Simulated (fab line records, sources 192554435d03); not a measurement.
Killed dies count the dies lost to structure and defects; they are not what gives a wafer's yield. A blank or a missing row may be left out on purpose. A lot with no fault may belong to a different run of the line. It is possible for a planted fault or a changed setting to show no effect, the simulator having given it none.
Matching of chambers -- flow n5_finfet -- ald_sin-03 running N5_MOL_CONTACT_COAG_ALD_133: 4 sister chambers
The step deposits SiO2, target thk 5 nm, pulse time 1 s, co reactant pulse time 1 s. 22 wafers are shown with their chamber, then 11 later ones without.

## EACH WAFER AND ITS CHAMBER
wafer,chamber,heater_power_w (W),precursor_pulse_height_rel
L078.1,2,88,0.963
L078.2,1,73,0.998
L078.6,1,72,0.986
L077.2,2,88,0.999
L077.3,0,89,1.025
L077.4,3,76,0.984
L082.2,2,89,0.997
L082.5,2,90,0.983
L082.6,1,71,1.000
L086.4,3,73,0.996
L086.5,2,88,0.990
L086.6,1,71,1.034
L087.1,0,90,0.971
L087.2,2,89,0.967
L087.3,3,75,1.025
L087.4,1,70,1.012
L087.5,1,71,1.020
L087.6,0,89,0.998
L092.1,1,70,0.992
L092.2,3,76,1.009
L092.3,2,86,0.967
L092.4,0,87,0.981

SIGNATURES (averages over the wafers above)
reading,chamber 0,chamber 1,chamber 2,chamber 3,scatter within a chamber
heater_power_w,88.75,71.14,88.29,75.00,1.23
precursor_pulse_height_rel,0.99375,1.00600,0.98086,1.00350,0.0178
Rule: for each reading, subtract the chamber's mean from the wafer's reading, divide by that reading's scatter and square the result; add these up over the readings and take the root, which gives the wafer's distance from the chamber. If the next closest chamber is less than 2 further off than the closest, the wafer can't be placed; otherwise it belongs to the closest. How the scatter is found: for the shown wafers, subtract from each reading the mean of its chamber, square and add these, divide the total by (wafers less chambers), then take the root.

## WAFERS WHOSE CHAMBER IS MISSING
wafer,heater_power_w (W),precursor_pulse_height_rel
L092.5,71,1.045
L092.6,89,1.016
L095.1,77,0.997
L095.3,72,0.988
L095.4,70,0.994
L097.1,86,1.051
L097.2,74,1.005
L097.3,70,1.001
L097.4,88,1.025
L097.5,73,1.004
L097.6,87,1.016

## WHICH CHAMBER EACH WENT THROUGH
wafer,from the rows above,in truth
L092.5,can't be placed: 1 or 3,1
L092.6,can't be placed: 0 or 2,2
L095.1,3,3
L095.3,can't be placed: 1 or 3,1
L095.4,1,1
L097.1,can't be placed: 0 or 2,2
L097.2,can't be placed: 3 or 1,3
L097.3,1,1
L097.4,can't be placed: 0 or 2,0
L097.5,can't be placed: 1 or 3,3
L097.6,can't be placed: 0 or 2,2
Correctly placed: 3 of 11. Unplaceable from these rows: 8, with the true chamber sitting among the candidates in 8. Number placed wrongly: 0.
